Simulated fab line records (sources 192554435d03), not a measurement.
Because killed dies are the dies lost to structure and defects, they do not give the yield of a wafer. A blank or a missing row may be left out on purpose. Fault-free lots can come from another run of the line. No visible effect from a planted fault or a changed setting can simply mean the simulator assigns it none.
Which tool was responsible? | flow n5-finfet | 24 wafers from 8 lots sampled at 6 of the route's 1938 steps

WHAT EACH GAUGE READ, for each wafer
N5_BEOL_M0_SAQP_CD_MEAS_40: target cd 30 nm. Usual: cd-nm reads 30.02 nm (standard deviation 0.26).
lot  | measured     | on        | cd-nm (nm)        | flag
L604 | day 5 21:01  | cd-sem-01 | 29.74 30.00 30.31 |
L614 | day 8 12:01  | cd-sem-01 | 29.87 30.12 30.32 |
L615 | day 8 15:08  | cd-sem-03 | 29.89 29.82 30.63 |
L616 | day 9 00:20  | cd-sem-01 | 30.33 29.93 30.47 |
L621 | day 10 03:21 | cd-sem-01 | 29.99 30.06 30.25 |
L620 | day 10 09:34 | cd-sem-03 | 29.98 30.42 30.31 |
L623 | day 10 16:54 | cd-sem-02 | 30.05 30.49 30.34 |
L625 | day 11 01:14 | cd-sem-02 | 29.70 29.92 29.96 |

N5_BEOL_M4_RC_MEAS_101. Usual: DIBL_N 36.3 mV/V, standard deviation 1.6; DIBL_P 36.5 mV/V, standard deviation 1.6; IOFF_N 0.163 nA/um, standard deviation 0.026; IOFF_P 0.22 nA/um, standard deviation 0.033; ION_N 676 uA/um, standard deviation 9.9; ION_P 464 uA/um, standard deviation 6.5; SS_N 71.5 mV/dec, standard deviation 0.5; SS_P 73.3 mV/dec, standard deviation 0.64; VT_N 249.3 mV, standard deviation 2.9; VT_P -250 mV, standard deviation 3.2.
lot  | measured     | on        | DIBL_N (mV/V)  | DIBL_P (mV/V)  | IOFF_N (nA/um)    | IOFF_P (nA/um) | ION_N (uA/um) | ION_P (uA/um) | SS_N (mV/dec)  | SS_P (mV/dec)  | VT_N (mV)         | VT_P (mV)      | flag
L604 | day 9 01:08  | prober-01 | 37.5 38.1 38.2 | 36.8 38.0 38.0 | 0.167 0.175 0.187 | 0.23 0.25 0.26 | 666 671 680   | 457 462 468   | 71.6 71.3 72.5 | 74.2 73.7 74.3 | 248.8 248.0 248.9 | -249 -244 -246 |
L621 | day 12 18:37 | prober-01 | 37.5 35.4 36.4 | 35.8 34.7 35.1 | 0.166 0.140 0.143 | 0.21 0.20 0.20 | 678 668 668   | 463 462 460   | 71.2 71.3 71.1 | 73.0 72.8 72.6 | 249.6 248.2 247.9 | -249 -251 -252 |
L620 | day 12 23:14 | prober-01 | 41.2 38.5 39.1 | 40.7 38.3 39.0 | 0.249 0.185 0.202 | 0.29 0.24 0.26 | 683 671 689   | 464 459 474   | 72.4 72.3 71.2 | 75.1 73.9 73.4 | 244.6 248.4 243.9 | -246 -248 -248 |
L623 | day 13 16:11 | prober-01 | 38.4 35.0 35.9 | 42.3 37.9 38.6 | 0.213 0.145 0.164 | 0.29 0.21 0.23 | 685 680 682   | 470 470 471   | 72.8 70.8 71.5 | 74.2 72.1 72.9 | 246.6 248.1 250.8 | -245 -250 -249 |
L625 | day 14 04:17 | prober-01 | 36.0 34.9 35.7 | 37.1 35.2 36.3 | 0.169 0.145 0.164 | 0.22 0.19 0.22 | 669 662 672   | 465 456 462   | 71.8 71.6 71.7 | 73.4 73.5 73.8 | 249.5 252.3 250.3 | -250 -251 -248 |

TOOL THAT RAN EACH LOT (tool first, then ch and the chambers of the sampled wafers, then the start)
lot  | N5_BEOL_M0_SAQP_ETCH_106           | N5_BEOL_M0_SAQP_ETCH_49            | N5_BEOL_M0_SAQP_STRIP_75           | N5_BEOL_M0_CUTY_DESCUM_61
L604 | rie-diel-05 ch 0,1,2, day 5 19:37  | rie-diel-05 ch 0,1,2, day 5 22:40  | rie-diel-05 ch 0,1,2, day 5 22:46  | rie-diel-03 ch 0,1,2, day 5 23:16
L614 | rie-diel-05 ch 0,3, day 8 10:08    | rie-diel-06 ch 1,2,3, day 8 13:14  | rie-diel-06 ch 1,2,3, day 8 13:20  | -
L615 | rie-diel-05 ch 0,1, day 8 13:38    | rie-diel-02 ch 1,2,3, day 8 16:51  | rie-diel-02 ch 1,2,3, day 8 16:57  | -
L616 | rie-diel-06 ch 1,2,3, day 8 21:16  | rie-diel-05 ch 0,2, day 9 01:38    | rie-diel-05 ch 0,2, day 9 01:44    | -
L621 | rie-diel-02 ch 0,1,2, day 10 01:59 | rie-diel-02 ch 1,2,3, day 10 04:40 | rie-diel-02 ch 1,2,3, day 10 04:46 | rie-diel-01 ch 0,1,3, day 10 05:07
L620 | rie-diel-06 ch 1,2,3, day 10 08:04 | rie-diel-02 ch 1,2,3, day 10 11:25 | rie-diel-02 ch 1,2,3, day 10 11:31 | rie-diel-04 ch 1,2, day 10 11:59
L623 | rie-diel-02 ch 1,2, day 10 15:05   | rie-diel-05 ch 1,2,3, day 10 17:53 | rie-diel-05 ch 1,2,3, day 10 17:59 | rie-diel-01 ch 0,1,2, day 10 18:28
L625 | rie-diel-02 ch 2,3, day 10 23:46   | rie-diel-02 ch 2,3, day 11 02:28   | rie-diel-02 ch 2,3, day 11 02:37   | rie-diel-03 ch 1,2,3, day 11 03:31
- N5_BEOL_M0_SAQP_ETCH_106: etches SOC in N2/H2, stops on SiNx, target depth 150 nm.
- N5_BEOL_M0_SAQP_ETCH_49: etches SiO2 in CF4/O2, target depth 37 nm.
- N5_BEOL_M0_SAQP_STRIP_75: strips in CF4.
- N5_BEOL_M0_CUTY_DESCUM_61: chemistry O2, time 7.9 s.

WHAT THE TOOLS THEMSELVES READ (means of the sampled wafers that have a number; where no wafer has one, the mark that the record gives instead)
N5_BEOL_M0_SAQP_ETCH_106. Usual: for bias-w, 61.02 W with a standard deviation of 0.18; for chamber-pressure-mTorr, 30.00 mTorr with a standard deviation of 0.032; for drypump-motor-current-A, 5.7 A with a standard deviation of 0.34; for oes-product-au, 0.77 a.u. with a standard deviation of 0.072; for rf-vpp-V, 240.5 V with a standard deviation of 1.5; for showerhead-plenum-p-Torr, 2.53 Torr with a standard deviation of 0.1; for throttle-valve-pct, 17.86 % with a standard deviation of 0.24.
lot  | tool        | bias-w (W) | chamber-pressure-mTorr (mTorr) | drypump-motor-current-A (A) | oes-product-au (a.u.) | rf-vpp-V (V) | showerhead-plenum-p-Torr (Torr) | throttle-valve-pct (%) | flag
L604 | rie-diel-05 | 60.84      | 29.98                          | 5.8                         | 0.79                  | 241.3        | 2.55                            | 17.66                  |
L614 | rie-diel-05 | 60.89      | 30.01                          | 5.8                         | 0.86                  | 240.2        | 2.51                            | 17.75                  |
L615 | rie-diel-05 | 61.02      | 29.99                          | 5.5                         | 0.82                  | 240.6        | 2.50                            | 17.75                  |
L616 | rie-diel-06 | 61.08      | 30.00                          | 5.7                         | 0.81                  | 240.1        | 2.50                            | 17.90                  |
L621 | rie-diel-02 | 60.88      | 29.97                          | 5.7                         | 0.74                  | 242.5        | 2.58                            | 17.89                  |
L620 | rie-diel-06 | 61.07      | 30.01                          | 5.7                         | 0.80                  | 240.2        | 2.49                            | 17.91                  |
L623 | rie-diel-02 | 60.92      | 30.02                          | 5.8                         | 0.76                  | 240.8        | 2.52                            | 17.83                  |
L625 | rie-diel-02 | 60.94      | 30.01                          | 5.5                         | 0.74                  | 239.4        | 2.50                            | 17.86                  |

N5_BEOL_M0_SAQP_ETCH_49. Usual: O2_flow_sccm 10.01 sccm, standard deviation 0.03; bias-w 48.99 W, standard deviation 0.15; drypump-motor-current-A 5.7 A, standard deviation 0.35; oes-product-au 0.78 a.u., standard deviation 0.078; rf-vpp-V 240.4 V, standard deviation 2.3; showerhead-plenum-p-Torr 2.20 Torr, standard deviation 0.084; throttle-valve-pct 15.89 %, standard deviation 0.22.
lot  | tool        | O2_flow_sccm (sccm) | bias-w (W) | drypump-motor-current-A (A) | oes-product-au (a.u.) | rf-vpp-V (V) | showerhead-plenum-p-Torr (Torr) | throttle-valve-pct (%) | flag
L604 | rie-diel-05 | 9.99                | 49.16      | 5.8                         | 0.80                  | 238.8        | 2.22                            | 15.76                  |
L614 | rie-diel-06 | -                   | -          | -                           | -                     | -            | -                               | -                      | OFF
L615 | rie-diel-02 | -                   | -          | -                           | -                     | -            | -                               | -                      | OFF
L616 | rie-diel-05 | -                   | -          | -                           | -                     | -            | -                               | -                      | OFF
L621 | rie-diel-02 | 10.00               | 49.05      | 5.8                         | 0.77                  | 242.0        | 2.21                            | 15.97                  |
L620 | rie-diel-02 | 9.98                | 49.03      | 5.8                         | 0.75                  | 241.6        | 2.21                            | 15.98                  |
L623 | rie-diel-05 | 10.02               | 48.92      | 5.6                         | 0.82                  | 239.4        | 2.20                            | 15.73                  |
L625 | rie-diel-02 | 10.00               | 48.85      | 5.5                         | 0.74                  | 239.9        | 2.14                            | 15.85                  |

N5_BEOL_M0_SAQP_STRIP_75. Usual: drypump-motor-current-A 5.7 A, standard deviation 0.35; oes-product-au 0.181 a.u., standard deviation 0.017; rf-vpp-V 271.1 V, standard deviation 1.6; showerhead-plenum-p-Torr 1.79 Torr, standard deviation 0.068; throttle-valve-pct 13.63 %, standard deviation 0.22.
lot  | tool        | drypump-motor-current-A (A) | oes-product-au (a.u.) | rf-vpp-V (V) | showerhead-plenum-p-Torr (Torr) | throttle-valve-pct (%) | flag
L604 | rie-diel-05 | 5.8                         | 0.185                 | 271.1        | 1.81                            | 13.48                  |
L614 | rie-diel-06 | 5.7                         | 0.820                 | 269.9        | 1.77                            | 13.69                  | OFF
L615 | rie-diel-02 | 5.7                         | 0.765                 | 270.4        | 1.81                            | 13.68                  | OFF
L616 | rie-diel-05 | 6.1                         | 0.708                 | 271.4        | 1.83                            | 13.55                  | OFF
L621 | rie-diel-02 | 5.8                         | 0.180                 | 271.8        | 1.80                            | 13.72                  |
L620 | rie-diel-02 | 5.8                         | 0.177                 | 271.5        | 1.80                            | 13.72                  |
L623 | rie-diel-05 | 5.6                         | 0.193                 | 271.0        | 1.79                            | 13.45                  |
L625 | rie-diel-02 | 5.5                         | 0.174                 | 269.9        | 1.74                            | 13.60                  |

N5_BEOL_M0_CUTY_DESCUM_61. Usual: drypump-motor-current-A 5.8 A, standard deviation 0.37; oes-product-au 0.78 a.u., standard deviation 0.08; rf-vpp-V 243.1 V, standard deviation 1.4; showerhead-plenum-p-Torr 2.08 Torr, standard deviation 0.073; throttle-valve-pct 20.46 %, standard deviation 0.25.
lot  | tool        | drypump-motor-current-A (A) | oes-product-au (a.u.) | rf-vpp-V (V) | showerhead-plenum-p-Torr (Torr) | throttle-valve-pct (%) | flag
L604 | rie-diel-03 | 5.6                         | 0.71                  | 243.9        | 2.10                            | 20.57                  |
L621 | rie-diel-01 | 5.9                         | 0.74                  | 242.5        | 2.04                            | 20.46                  |
L620 | rie-diel-04 | 5.8                         | 0.77                  | 245.2        | 2.17                            | 20.63                  |
L623 | rie-diel-01 | 6.1                         | 0.72                  | 241.6        | 2.05                            | 20.38                  |
L625 | rie-diel-03 | 5.9                         | 0.78                  | 242.9        | 2.07                            | 20.51                  |

THE ANSWER, worked out from the rows above alone
Rule: a lot is off if the mean of its wafers that have a number lies more than 3 standard deviations from the usual mean. Also off: a lot with no number at a reading for which 4 or more lots have one. All remaining lots with rows at the step are treated as sound. Order of review: gauges by route order, followed by the tools' own readings, for which a lot's mean as printed above is used. The first step at which some lot is off is used, and at that step the reading that is off furthest; a lot without a number counts as furthest.
Off: L614, L615, L616, at N5_BEOL_M0_SAQP_ETCH_49 (O2_flow_sccm). Without a number there: L614, L615, L616.
A tool fits if, at that step or a process step before it, it ran every lot that is off, and no sound lot after the first of them. None of those tried fits.

WHAT THE SIMULATOR HAD PUT IN
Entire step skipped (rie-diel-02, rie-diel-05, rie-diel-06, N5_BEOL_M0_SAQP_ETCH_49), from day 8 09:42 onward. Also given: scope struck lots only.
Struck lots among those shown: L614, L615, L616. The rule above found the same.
